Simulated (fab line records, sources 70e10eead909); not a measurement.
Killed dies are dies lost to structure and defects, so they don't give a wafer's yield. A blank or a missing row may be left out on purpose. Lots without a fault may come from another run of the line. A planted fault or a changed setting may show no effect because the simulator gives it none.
Which tool did it? | flow nand_harc | 11 lots, 33 wafers sampled, at 4 steps of a route of 1159

WHAT THE GAUGES READ, wafer by wafer
NHARC_A_M0_INSPECT_11. Usual: raw_defect_count 32, standard deviation 14.
lot  | measured     | on                | raw_defect_count | flag
L280 | day 17 18:58 | defect_inspect-01 | 15 10 13         |
L281 | day 18 02:11 | defect_inspect-01 | 41 45 47         |
L282 | day 18 06:32 | defect_inspect-01 | 20 23 26         |
L285 | day 18 06:43 | defect_inspect-02 | 24 29 36         |
L291 | day 20 07:55 | defect_inspect-02 | 51 48 44         |
L289 | day 20 08:36 | defect_inspect-02 | 14 7 16          |
L296 | day 21 18:30 | defect_inspect-01 | 27 43 25         |
L300 | day 22 17:00 | defect_inspect-02 | 43 40 37         |
L301 | day 23 03:16 | defect_inspect-02 | 53 53 52         |
L302 | day 23 07:36 | defect_inspect-02 | 20 14 25         |
L303 | day 23 15:26 | defect_inspect-02 | 45 65 46         |

NHARC_A_M1_CD_MEAS_09: target cd 120 nm. Usual: cd_nm 120.1 nm, standard deviation 0.65.
lot  | measured     | on        | cd_nm (nm)        | flag
L280 | day 17 22:53 | cd_sem-01 | 119.9 120.1 119.6 |
L281 | day 18 06:04 | cd_sem-01 | 120.4 121.2 119.9 |
L282 | day 18 10:26 | cd_sem-01 | 120.2 120.5 120.0 |
L285 | day 18 10:38 | cd_sem-02 | 121.2 119.9 120.1 |
L291 | day 20 12:20 | cd_sem-03 | 135.9 135.9 135.0 | OFF
L289 | day 20 12:50 | cd_sem-03 | 135.7 135.6 135.2 | OFF
L296 | day 21 22:28 | cd_sem-02 | 119.9 119.6 120.6 |
L300 | day 22 20:55 | cd_sem-01 | 119.3 120.1 119.5 |
L301 | day 23 07:14 | cd_sem-03 | 119.3 119.5 120.4 |
L302 | day 23 11:43 | cd_sem-01 | 121.0 119.2 120.0 |
L303 | day 23 19:22 | cd_sem-02 | 120.5 120.1 120.1 |

WHICH TOOL RAN EACH LOT (tool, then ch and the chambers of the sampled wafers, then the start)
lot  | NHARC_A_BLC_PVD_32                      | NHARC_A_M1_PEB_07
L280 | pvd_sputter-01, day 17 18:58 or earlier | litho_track-06 ch 0, day 17 22:49
L281 | pvd_sputter-02, day 18 02:11 or earlier | litho_track-04 ch 0, day 18 05:59
L282 | pvd_sputter-01, day 18 06:32 or earlier | litho_track-06 ch 0, day 18 10:22
L285 | pvd_sputter-02, day 18 06:43 or earlier | litho_track-04 ch 0, day 18 10:34
L291 | pvd_sputter-02, day 20 07:55 or earlier | litho_track-04 ch 0, day 20 12:16
L289 | pvd_sputter-02, day 20 08:36 or earlier | litho_track-04 ch 0, day 20 12:46
L296 | pvd_sputter-02, day 21 18:30 or earlier | litho_track-06 ch 0, day 21 22:22
L300 | pvd_sputter-02, day 22 17:00 or earlier | litho_track-06 ch 0, day 22 20:49
L301 | pvd_sputter-01, day 23 03:16 or earlier | litho_track-01 ch 0, day 23 07:10
L302 | pvd_sputter-01, day 23 07:36 or earlier | litho_track-04 ch 0, day 23 11:38
L303 | pvd_sputter-03, day 23 15:26 or earlier | litho_track-04 ch 0, day 23 19:17
- NHARC_A_BLC_PVD_32: deposits Ti, target thk 5 nm, time 17.7 s.
- NHARC_A_M1_PEB_07: peb time 65 s.

WHAT THE TOOLS THEMSELVES READ (means of the sampled wafers that have a number; where no wafer has one, the mark that the record gives instead)
NHARC_A_BLC_PVD_32. Usual: cathode_dc_power_W 4999.9 W, standard deviation 0.83; throttle_valve_pct 29.9 %, standard deviation 0.75.
lot  | tool           | cathode_dc_power_W (W) | throttle_valve_pct (%) | flag
L280 | pvd_sputter-01 | 4999.9                 | 30.2                   |
L281 | pvd_sputter-02 | 5000.1                 | 29.6                   |
L282 | pvd_sputter-01 | 4999.4                 | 30.4                   |
L285 | pvd_sputter-02 | 5000.1                 | 29.7                   |
L291 | pvd_sputter-02 | 4999.9                 | 29.4                   |
L289 | pvd_sputter-02 | 5000.0                 | 29.6                   |
L296 | pvd_sputter-02 | 5000.1                 | 29.1                   |
L300 | pvd_sputter-02 | 5000.9                 | 29.9                   |
L301 | pvd_sputter-01 | 4999.5                 | 30.6                   |
L302 | pvd_sputter-01 | 4999.9                 | 30.5                   |
L303 | pvd_sputter-03 | 5000.3                 | 30.1                   |

NHARC_A_M1_PEB_07. Usual: heater_power_total_W 156.6 W, standard deviation 0.42; plate_temp_C 100.01 C, standard deviation 0.12.
lot  | tool           | heater_power_total_W (W) | plate_temp_C (C) | flag
L280 | litho_track-06 | 156.9                    | 100.00           |
L281 | litho_track-04 | 156.4                    | 100.15           |
L282 | litho_track-06 | 156.7                    | 99.95            |
L285 | litho_track-04 | 156.6                    | 100.01           |
L291 | litho_track-04 | 167.1                    | 104.96           | OFF
L289 | litho_track-04 | 166.5                    | 104.74           | OFF
L296 | litho_track-06 | 156.6                    | 100.06           |
L300 | litho_track-06 | 156.6                    | 99.94            |
L301 | litho_track-01 | 157.0                    | 100.16           |
L302 | litho_track-04 | 156.7                    | 100.08           |
L303 | litho_track-04 | 156.8                    | 99.96            |

THE ANSWER, worked out from the rows above alone
Rule: a lot is off if the mean of its wafers that have a number lies more than 3 standard deviations from the usual mean. A lot without any number at a reading at which 4 lots or more have one is off too. The other lots that the step has rows for count as sound. The gauges are gone through in route order, then the tools' own readings, and for those a lot's mean is taken as printed above. The first step at which some lot is off is used, and at that step the reading that is off furthest; a lot without a number counts as furthest.
Off: L291, L289, at NHARC_A_M1_CD_MEAS_09 (cd_nm).
A tool fits if, at a process step before that reading, it ran every lot that is off, and no sound lot after the first of them. The gauges at NHARC_A_M1_CD_MEAS_09 aren't tried: what is off there is off at NHARC_A_M1_PEB_07 too, on other tools, and a gauge's error can't cause that. NHARC_A_BLC_PVD_32 gives no start for some lots, so the hours and the order of its lots are those of NHARC_A_M0_INSPECT_11. None of those tried fits.

WHAT THE SIMULATOR HAD PUT IN
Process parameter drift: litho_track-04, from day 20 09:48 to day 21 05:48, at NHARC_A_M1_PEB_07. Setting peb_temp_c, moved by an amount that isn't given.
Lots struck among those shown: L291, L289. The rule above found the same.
